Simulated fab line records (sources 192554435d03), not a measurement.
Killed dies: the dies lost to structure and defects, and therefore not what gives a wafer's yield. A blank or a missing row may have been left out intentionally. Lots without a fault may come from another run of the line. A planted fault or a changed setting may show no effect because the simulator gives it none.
fab line records	flow n5-finfet	part 1 of 2: steps 1 to 23 of 31
record lots=5	wafers=15	last-day=17
route steps=1938 shown WELL_APT@46 PMOS_HMC_CHANNEL_EPI@57
lots untouched by any fault: they come from a run of this same line in which no faults occurred
start-h: start of the lot's first displayed wafer, in hours after the record's first day	wait-h: time in hours since the lot's previous step	" the same as in the row above	L1.1+2: one row covering several wafers at once	- either no value or no given start	* or withheld: withheld	< > ~ a bound
route shown NAME@n: a module of which the file shows steps, and the number in the route of the first	usual: mean and standard deviation over wafers with no fault	same: alike in all rows	chamber/n: place in a boat	sites: per-site readings	_std_site: how widely they spread, as a standard deviation	_edge_site: inner sites' mean taken away from outer sites' mean	radius-mm: for every site, how far away it sits from the centre of the wafer	mask NAME#n: copy n	behind: tool/chamber where the wafer was last shaped	hold: reason for holding the lot/hours on hold/outcome of the hold	device: the transistor (n, p or np) that didn't switch	end of line: the route-end tests of the same wafers	where a step has no rows: the recipe by itself	killed: not the wafer's yield, but the dies lost to structure and defects at the first sort	map: shows each die of a wafer: x if killed, . if not, _ if none is there
set.NAME: setting as actually run; set.NAME@STEP: the setting as run at that earlier step	model.NAME: the simulator's own value behind a step, which no gauge read
a table for each step, a row for each wafer; lots at some steps of the route
services: when a tool's chamber went out of use (start-h, in hours from the record's first day, below 0 if earlier), for how many hours, and the reason
## steps
# step N5_WELL_APT_DESCUM_30
# recipe chemistry=O2	time-s=7.9	source-power-w=50	bias-power-w=20	pressure-mtorr=20	rf-frequency-hz=2.712e+07	temp-c=40	o2-flow-sccm=225
# usual drypump-motor-current-A=5.8/0.35	oes-product-au=0.80/0.085	rf-fwd-power-W=49.59/0.2	rf-vpp-V=243.8/1.4	showerhead-plenum-p-Torr=2.14/0.067	throttle-valve-pct=20.41/0.25
lot.wafer	tool	chamber	start-h	wait-h	drypump-motor-current-A	oes-product-au	rf-fwd-power-W	rf-hours-counter-h	rf-vpp-V	showerhead-plenum-p-Torr	throttle-valve-pct
L074.1	rie-diel-04	3	15.16	0.0	6.2	0.79	49.32	118	243.3	2.10	20.58
L074.2	"	0	"	"	6.2	0.75	49.17	167	245.3	2.19	20.50
L074.3	"	1	"	"	6.4	0.72	49.54	185	244.5	2.17	20.63
L086.3	rie-diel-03	1	87.39	0.0	5.5	0.77	49.65	134	242.6	2.01	19.95
L086.4	"	0	"	"	5.6	0.70	49.37	207	243.2	2.17	20.70
L086.5	"	1	"	"	5.4	0.77	49.31	-	239.2	2.01	19.95
L088.2	rie-diel-03	2	100.19	0.2	5.7	0.94	49.28	21	245.6	2.23	20.09
L088.3	"	1	"	"	5.5	0.77	49.50	138	241.5	2.01	19.95
L088.6	"	2	"	"	5.7	0.94	49.49	-	244.4	2.23	20.09
L095.2	rie-diel-05	1	141.25	0.4	5.5	0.72	49.75	173	245.1	2.17	20.50
L095.3	"	2	"	"	5.5	0.87	49.68	39	245.3	2.13	20.34
L095.6	"	1	"	"	5.5	0.72	49.78	-	246.1	2.17	20.52
L096.1	rie-diel-04	3	147.18	0.0	6.2	0.76	49.39	166	243.3	2.08	20.66
L096.2	"	2	"	"	6.1	0.76	49.81	152	242.5	2.08	20.73
L096.5	"	1	"	"	6.5	0.68	49.90	-	244.7	2.16	20.71
# step N5_WELL_APT_IMPLANT_31
# recipe species=B	energy-kev=60	dose-cm2=1.5e+13	tilt-deg=0	rotation-deg=0
# usual beam-energy-keV=59.997/0.02
lot.wafer	tool	chamber	start-h	wait-h	beam-energy-keV
L074.1	implanter-01	0	15.26	0.1	59.997
L074.2	"	0	"	"	59.984
L074.3	"	0	"	"	59.991
L086.3	implanter-01	0	87.54	0.1	59.991
L086.4	"	0	"	"	60.001
L086.5	"	0	"	"	59.986
L088.2	implanter-02	0	100.32	0.1	60.001
L088.3	"	0	"	"	59.986
L088.6	"	0	"	"	60.031
L095.2	implanter-01	0	141.38	0.1	60.027
L095.3	"	0	"	"	60.010
L095.6	"	0	"	"	60.005
L096.1	implanter-02	0	147.28	0.1	59.964
L096.2	"	0	"	"	59.996
L096.5	"	0	"	"	59.987
# step N5_WELL_APT_IMPLANT_32
# recipe species=BF2	energy-kev=50	dose-cm2=2e+13	tilt-deg=0	rotation-deg=0
# usual beam-energy-keV=50.000/0.015
lot.wafer	tool	chamber	start-h	wait-h	beam-energy-keV
L074.1	implanter-01	0	15.44	0.1	50.005
L074.2	"	0	"	"	50.026
L074.3	"	0	"	"	50.001
L086.3	implanter-01	0	87.72	0.1	49.964
L086.4	"	0	"	"	49.976
L086.5	"	0	"	"	49.968
L088.2	implanter-02	0	100.50	0.1	50.004
L088.3	"	0	"	"	49.978
L088.6	"	0	"	"	49.986
L095.2	implanter-01	0	141.56	0.1	49.984
L095.3	"	0	"	"	50.005
L095.6	"	0	"	"	49.996
L096.1	implanter-02	0	147.46	0.1	50.001
L096.2	"	0	"	"	49.984
L096.5	"	0	"	"	49.991
# step N5_WELL_APT_STRIP_33
# recipe chemistry=SPM	time-s=900	temp-c=130	h2so4-h2o2-vol-ratio=4	dry=ipa-marangoni
lot.wafer	tool	chamber	start-h	wait-h
L074.1+2+3	wet-bench-02	1,4,5	15.65	0.2
L086.3+4+5	wet-bench-01	7,5,2	87.87	0.1
L088.2+3+6	wet-bench-01	3,1,4	100.67	0.1
L095.2+3+6	wet-bench-05	2,6,7	141.74	0.1
L096.1+2+5	wet-bench-02	7,3,4	147.67	0.2
# step N5_WELL_APT_RTA_34
# recipe temp-c=1000	time-s=10	ambient=N2	idle-temp-c=600	ramp-up-c-per-s=150	ramp-down-c-per-s=60	cool-to-c=600
# usual lamp-power-pct=13.00/0.052	wafer_temp_C_max=1003.7/1.2
lot.wafer	tool	chamber	start-h	wait-h	lamp-power-pct	wafer_temp_C_max
L074.1	rtp-anneal-02	0	15.94	0.0	12.98	1002.8
L074.2	"	0	"	"	12.93	1003.2
L074.3	"	0	"	"	12.98	1004.4
L086.3	rtp-anneal-01	0	88.19	0.1	13.05	1002.2
L086.4	"	0	"	"	13.02	1002.3
L086.5	"	0	"	"	12.97	1003.1
L088.2	rtp-anneal-01	0	100.97	0.0	12.99	1006.1
L088.3	"	0	"	"	13.01	1004.1
L088.6	"	0	"	"	13.06	1002.8
L095.2	rtp-anneal-02	0	142.50	0.5	12.90	1006.3
L095.3	"	0	"	"	13.06	1003.7
L095.6	"	0	"	"	13.13	1003.8
L096.1	rtp-anneal-01	0	147.94	0.0	13.05	1003.5
L096.2	"	0	"	"	12.97	1001.8
L096.5	"	0	"	"	12.92	1004.0
# step N5_WELL_APT_OXIDE_STRIP_42
# recipe chemistry=dHF	dilution=25:1	time-s=45	temp-c=25	target=SiO2	target-depth-a=120
lot.wafer	tool	chamber	start-h	wait-h
L074.1+2+3	wet-bench-02	4,3,5	16.09	0.1
L086.3+4+5	wet-bench-01	1,3,7	88.31	0.1
L088.2+3+6	wet-bench-05	1,2,7	101.10	0.1
L095.2+3+6	wet-bench-05	4,3,7	142.73	0.2
L096.1+2+5	wet-bench-01	0,7,5	148.09	0.1
# step N5_WELL_APT_PRECLEAN_36
# recipe chemistry=O3/DIW	time-s=45	temp-c=22	o3-ppm=10
lot.wafer	tool	chamber	start-h	wait-h
L074.1+2+3	wet-bench-02	4,3,5	16.10	0.0
L086.3+4+5	wet-bench-01	1,3,7	88.32	0.0
L088.2+3+6	wet-bench-05	1,2,7	101.11	0.0
L095.2+3+6	wet-bench-05	4,3,7	142.74	0.0
L096.1+2+5	wet-bench-01	0,7,5	148.10	0.0
# step N5_WELL_APT_PRECLEAN_39
# recipe chemistry=dHF	time-s=60	dilution=150:1	temp-c=25
lot.wafer	tool	chamber	start-h	wait-h
L074.1+2+3	wet-bench-02	4,3,5	16.11	0.0
L086.3+4+5	wet-bench-01	1,3,7	88.33	0.0
L088.2+3+6	wet-bench-05	1,2,7	101.12	0.0
L095.2+3+6	wet-bench-05	4,3,7	142.76	0.0
L096.1+2+5	wet-bench-01	0,7,5	148.12	0.0
# step N5_WELL_APT_SRD_37
# recipe dry=ipa-marangoni	do-ppb=5	time-s=30	temp-c=23	rinse-liquid=diw
lot.wafer	tool	chamber	start-h	wait-h
L074.1+2+3	wet-bench-02	4,3,5	16.13	0.0
L086.3+4+5	wet-bench-01	1,3,7	88.35	0.0
L088.2+3+6	wet-bench-05	1,2,7	101.14	0.0
L095.2+3+6	wet-bench-05	4,3,7	142.77	0.0
L096.1+2+5	wet-bench-01	0,7,5	148.13	0.0
# step N5_WELL_APT_EPI_41
# recipe material=Si	target-thk-a=500	temp-c=650	precursor=SiH4/H2	pressure-torr=20	time-s=297.7
# usual throttle-valve-pct=11.51/0.3
lot.wafer	tool	chamber	start-h	wait-h	throttle-valve-pct
L074.1	epi-rpcvd-03	0	16.18	0.0	12.16
L074.2	"	0	"	"	11.62
L074.3	"	0	"	"	11.92
L086.3	epi-rpcvd-02	0	88.67	0.3	11.25
L086.4	"	0	"	"	11.32
L086.5	"	0	"	"	11.30
L088.2	epi-rpcvd-02	0	101.29	0.1	11.63
L088.3	"	0	"	"	11.36
L088.6	"	0	"	"	11.27
L095.2	epi-rpcvd-04	0	142.96	0.2	11.37
L095.3	"	0	"	"	11.36
L095.6	"	0	"	"	11.05
L096.1	epi-rpcvd-04	0	148.18	0.0	11.26
L096.2	"	0	"	"	11.06
L096.5	"	0	"	"	11.48
# step N5_WELL_APT_INSPECT_38
# recipe inspect-instrument=darkfield	mode=post-epi
# usual raw-defect-count=13/5
lot.wafer	tool	chamber	start-h	wait-h	raw-defect-count
L074.1	defect-inspect-02	-	16.82	0.5	11
L074.2	"	-	"	"	8
L074.3	"	-	"	"	14
L086.3	defect-inspect-02	-	89.24	0.4	14
L086.4	"	-	"	"	12
L086.5	"	-	"	"	10
L088.2	defect-inspect-01	-	101.83	0.4	19
L088.3	"	-	"	"	32
L088.6	"	-	"	"	12
L095.2	defect-inspect-02	-	143.66	0.6	14
L095.3	"	-	"	"	11
L095.6	"	-	"	"	9
L096.1	defect-inspect-01	-	149.04	0.7	12
L096.2	"	-	"	"	19
L096.5	"	-	"	"	15
# step N5_PMOS_HMC_CHANNEL_EPI_HM_DEP_34
# recipe material=SiO2	target-thk-a=360	temp-c=400	precursor=TEOS/O2	pressure-torr=6.5	rf-w=900	teos-flow-sccm=161.4	gas=O2	flow-sccm=2650	time-s=6.9
# usual heater-power-w=510/56	rf-fwd-power-W=885/3.8	showerhead-plenum-p-Torr=8.343/0.027	throttle-valve-pct=19.2/1.1
lot.wafer	tool	chamber	start-h	wait-h	heater-power-w	rf-fwd-power-W	showerhead-plenum-p-Torr	throttle-valve-pct
L074.1	pecvd-01	0	16.86	0.0	447	878	8.366	19.1
L074.2	"	1	"	"	538	889	8.345	20.3
L074.3	"	2	"	"	439	886	8.345	18.1
L086.3	pecvd-04	0	89.27	0.0	433	881	8.369	19.8
L086.4	"	1	"	"	547	886	8.324	19.7
L086.5	"	0	"	"	451	885	8.369	19.3
L088.2	pecvd-04	0	101.86	0.0	484	879	8.349	19.7
L088.3	"	1	"	"	580	887	8.333	19.8
L088.6	"	0	"	"	497	878	8.380	19.6
L095.2	pecvd-02	1	143.70	0.0	519	889	8.354	20.7
L095.3	"	0	"	"	499	877	8.294	19.8
L095.6	"	0	"	"	505	881	8.295	19.6
L096.1	pecvd-04	1	149.07	0.0	562	886	8.319	20.0
L096.2	"	0	"	"	402	881	8.362	19.7
L096.5	"	1	"	"	557	888	8.332	19.7
# step N5_PMOS_HMC_CHANNEL_EPI_COAT_31
# recipe resist=BARC	temp-c=205	time-s=60	spin-rpm=1500	resist-thk-nm=66
# usual heater-power-total-W=391.8/1.3
lot.wafer	tool	chamber	start-h	wait-h	heater-power-total-W
L074.1	litho-track-03	0	16.91	0.0	393.9
L074.2	"	0	"	"	391.0
L074.3	"	0	"	"	393.5
L086.3	litho-track-05	0	89.33	0.0	389.6
L086.4	"	0	"	"	393.3
L086.5	"	0	"	"	391.3
L088.2	litho-track-05	0	101.93	0.1	393.5
L088.3	"	0	"	"	390.8
L088.6	"	0	"	"	392.0
L095.2	litho-track-05	0	143.75	0.0	389.6
L095.3	"	0	"	"	391.1
L095.6	"	0	"	"	390.0
L096.1	litho-track-05	0	149.13	0.0	391.4
L096.2	"	0	"	"	391.1
L096.5	"	0	"	"	390.3
# step N5_PMOS_HMC_CHANNEL_EPI_COAT_03
# recipe resist=CAR-ArF-block	spin-rpm=1500	resist-thk-nm=205
lot.wafer	tool	chamber	start-h	wait-h
L074.1+2+3	litho-track-03	0	-	-
L086.3+4+5	litho-track-05	0	-	-
L088.2+3+6	litho-track-05	0	-	-
L095.2+3+6	litho-track-05	0	-	-
L096.1+2+5	litho-track-05	0	-	-
# step N5_PMOS_HMC_CHANNEL_EPI_EBR_05
# recipe solvent=PGMEA	ebr-width-mm=1.5
lot.wafer	tool	chamber	start-h	wait-h
L074.1+2+3	litho-track-03	0	-	-
L086.3+4+5	litho-track-05	0	-	-
L088.2+3+6	litho-track-05	0	-	-
L095.2+3+6	litho-track-05	0	-	-
L096.1+2+5	litho-track-05	0	-	-
# step N5_PMOS_HMC_CHANNEL_EPI_SOFTBAKE_04
# recipe temp-c=110	time-s=60	resist=CAR-ArF-block
# usual heater-power-total-W=175.5/1.6
lot.wafer	tool	chamber	start-h	wait-h	heater-power-total-W
L074.1	litho-track-03	0	-	-	177.5
L074.2	"	0	"	"	173.1
L074.3	"	0	"	"	176.9
L086.3	litho-track-05	0	-	-	177.0
L086.4	"	0	"	"	173.0
L086.5	"	0	"	"	173.2
L088.2	litho-track-05	0	-	-	173.8
L088.3	"	0	"	"	177.4
L088.6	"	0	"	"	177.4
L095.2	litho-track-05	0	-	-	173.1
L095.3	"	0	"	"	177.5
L095.6	"	0	"	"	175.8
L096.1	litho-track-05	0	-	-	174.0
L096.2	"	0	"	"	173.1
L096.5	"	0	"	"	173.2
# step N5_PMOS_HMC_CHANNEL_EPI_EXPOSE_06
# recipe mask-id=PMOS_HMC_BLK	na=1.35	source-shape=conventional	sigma-outer=0.8	polarization=unpolarized	target-cd-nm=240	dose-mj=41
# usual exposure-dose-mJ-cm2=40.96/0.047
# same sigma-outer=0.8
lot.wafer	tool	chamber	start-h	wait-h	mask	exposure-dose-mJ-cm2
L074.1	arfi-scanner-03	0	17.14	-	PMOS_HMC_BLK#0	40.92
L074.2	"	0	"	"	PMOS_HMC_BLK#0	40.89
L074.3	"	0	"	"	PMOS_HMC_BLK#0	40.89
L086.3	arfi-scanner-03	0	89.57	-	PMOS_HMC_BLK#0	40.97
L086.4	"	0	"	"	PMOS_HMC_BLK#0	40.96
L086.5	"	0	"	"	PMOS_HMC_BLK#0	40.96
L088.2	arfi-scanner-03	0	102.16	-	PMOS_HMC_BLK#0	40.93
L088.3	"	0	"	"	PMOS_HMC_BLK#0	40.91
L088.6	"	0	"	"	PMOS_HMC_BLK#0	40.96
L095.2	arfi-scanner-03	0	143.86	-	PMOS_HMC_BLK#0	40.89
L095.3	"	0	"	"	PMOS_HMC_BLK#0	40.95
L095.6	"	0	"	"	PMOS_HMC_BLK#0	40.88
L096.1	arfi-scanner-01	0	149.35	-	PMOS_HMC_BLK#0	41.01
L096.2	"	0	"	"	PMOS_HMC_BLK#0	40.96
L096.5	"	0	"	"	PMOS_HMC_BLK#0	40.97
# step N5_PMOS_HMC_CHANNEL_EPI_PEB_07
# recipe peb-temp-c=110	peb-time-s=60	resist=CAR-ArF-block
# usual heater-power-total-W=175.4/1.6
# same peb-time-s=60
lot.wafer	tool	chamber	start-h	wait-h	heater-power-total-W
L074.1	litho-track-05	0	17.19	0.1	175.9
L074.2	"	0	"	"	173.1
L074.3	"	0	"	"	174.8
L086.3	litho-track-05	0	89.61	0.0	175.5
L086.4	"	0	"	"	173.5
L086.5	"	0	"	"	175.4
L088.2	litho-track-05	0	102.21	0.0	174.5
L088.3	"	0	"	"	173.0
L088.6	"	0	"	"	175.3
L095.2	litho-track-05	0	143.91	0.0	174.1
L095.3	"	0	"	"	173.7
L095.6	"	0	"	"	174.2
L096.1	litho-track-03	0	149.41	0.1	177.3
L096.2	"	0	"	"	177.1
L096.5	"	0	"	"	173.7
# step N5_PMOS_HMC_CHANNEL_EPI_DEVELOP_08
# recipe develop-time-s=30	developer=TMAH	resist=CAR-ArF-block	dev-temp-c=23	rinse-liquid=diw	dry=air-spin
lot.wafer	tool	chamber	start-h	wait-h
L074.1+2+3	litho-track-05	0	-	-
L086.3+4+5	litho-track-05	0	-	-
L088.2+3+6	litho-track-05	0	-	-
L095.2+3+6	litho-track-05	0	-	-
L096.1+2+5	litho-track-03	0	-	-
# step N5_PMOS_HMC_CHANNEL_EPI_CD_MEAS_09
# recipe target-cd-nm=237.4	landing-energy-ev=500	detector=se-inlens
# usual cd-nm=236.9/0.91
lot.wafer	tool	chamber	start-h	wait-h	cd-nm
L074.1	cd-sem-03	0	17.26	-	237.6
L074.2	"	0	"	"	237.6
L074.3	"	0	"	"	236.8
L086.3	cd-sem-02	0	89.68	-	237.4
L086.4	"	0	"	"	236.2
L086.5	"	0	"	"	236.8
L088.2	cd-sem-02	0	102.28	-	237.7
L088.3	"	0	"	"	238.3
L088.6	"	0	"	"	237.7
L095.2	cd-sem-03	0	143.98	-	236.6
L095.3	"	0	"	"	237.2
L095.6	"	0	"	"	236.7
L096.1	cd-sem-02	0	149.48	-	237.0
L096.2	"	0	"	"	237.6
L096.5	"	0	"	"	237.2
# step N5_PMOS_HMC_CHANNEL_EPI_OVL_MEAS_10
# recipe points-per-wafer=44
# usual PMOS_HMC_BLK_OVL=-0.4/0.75
lot.wafer	tool	chamber	start-h	wait-h	PMOS_HMC_BLK_OVL[nm]
L074.1	overlay-01	0	17.29	0.0	-0.3
L074.2	"	0	"	"	-0.3
L074.3	"	0	"	"	0.3
L086.3	overlay-01	0	89.71	0.0	-1.4
L086.4	"	0	"	"	-0.7
L086.5	"	0	"	"	-1.4
L088.2	overlay-01	0	102.31	0.0	0.9
L088.3	"	0	"	"	0.9
L088.6	"	0	"	"	0.6
L095.2	overlay-02	0	144.01	0.0	-0.2
L095.3	"	0	"	"	-1.1
L095.6	"	0	"	"	0.3
L096.1	overlay-01	0	149.51	0.0	-0.1
L096.2	"	0	"	"	-0.6
L096.5	"	0	"	"	-1.3
# step N5_PMOS_HMC_CHANNEL_EPI_INSPECT_11
# recipe mode=adi	inspect-instrument=macro
# usual raw-defect-count=2.0/1.5
lot.wafer	tool	chamber	start-h	wait-h	raw-defect-count
L074.1	defect-inspect-02	-	17.31	0.0	4
L074.2	"	-	"	"	2
L074.3	"	-	"	"	2
L086.3	defect-inspect-02	-	89.73	0.0	4
L086.4	"	-	"	"	3
L086.5	"	-	"	"	0
L088.2	defect-inspect-01	-	102.33	0.0	1
L088.3	"	-	"	"	3
L088.6	"	-	"	"	2
L095.2	defect-inspect-02	-	144.03	0.0	2
L095.3	"	-	"	"	2
L095.6	"	-	"	"	1
L096.1	defect-inspect-01	-	149.53	0.0	0
L096.2	"	-	"	"	4
L096.5	"	-	"	"	1
# step N5_PMOS_HMC_CHANNEL_EPI_DESCUM_14
# recipe chemistry=O2	time-s=7.9	source-power-w=50	bias-power-w=20	pressure-mtorr=20	rf-frequency-hz=2.712e+07	temp-c=40	resist=CAR-ArF-block	o2-flow-sccm=225
# usual drypump-motor-current-A=5.7/0.53	oes-product-au=0.81/0.09	rf-fwd-power-W=49.34/0.2	rf-vpp-V=243.0/1.3	showerhead-plenum-p-Torr=2.09/0.066	throttle-valve-pct=20.31/0.19
lot.wafer	tool	chamber	start-h	wait-h	drypump-motor-current-A	oes-product-au	rf-fwd-power-W	rf-hours-counter-h	rf-vpp-V	showerhead-plenum-p-Torr	throttle-valve-pct
L074.1	rie-diel-02	1	17.35	0.0	6.0	0.70	49.20	222	241.5	2.06	20.58
L074.2	"	3	"	"	5.6	0.74	49.42	155	244.2	2.18	20.36
L074.3	"	2	"	"	6.0	0.72	49.27	227	243.1	2.07	20.74
L086.3	rie-diel-01	0	89.77	0.0	5.8	0.77	48.96	121	243.1	2.19	20.54
L086.4	"	1	"	"	5.8	0.77	49.39	-	241.2	2.02	20.07
L086.5	"	0	"	"	5.7	0.77	49.16	-	244.7	2.19	20.52
L088.2	rie-diel-01	2	102.37	0.0	4.9	0.84	49.59	49	241.4	2.05	20.20
L088.3	"	0	"	"	5.7	0.77	49.00	124	243.6	2.19	20.53
L088.6	"	3	"	"	4.7	0.85	49.62	-	240.7	2.04	20.22
L095.2	rie-diel-02	0	144.06	0.0	5.9	0.72	49.15	209	241.7	2.07	20.48
L095.3	"	3	"	"	5.6	0.70	49.54	195	243.3	2.17	20.43
L095.6	"	0	"	"	5.9	0.72	49.26	-	242.6	2.07	20.46
L096.1	rie-diel-06	0	149.57	0.0	5.8	1.02	49.45	2	241.7	2.07	20.17
L096.2	"	1	"	"	6.6	0.89	49.19	39	245.6	2.21	20.35
L096.5	"	3	"	"	5.9	0.85	49.33	-	242.5	2.05	20.18
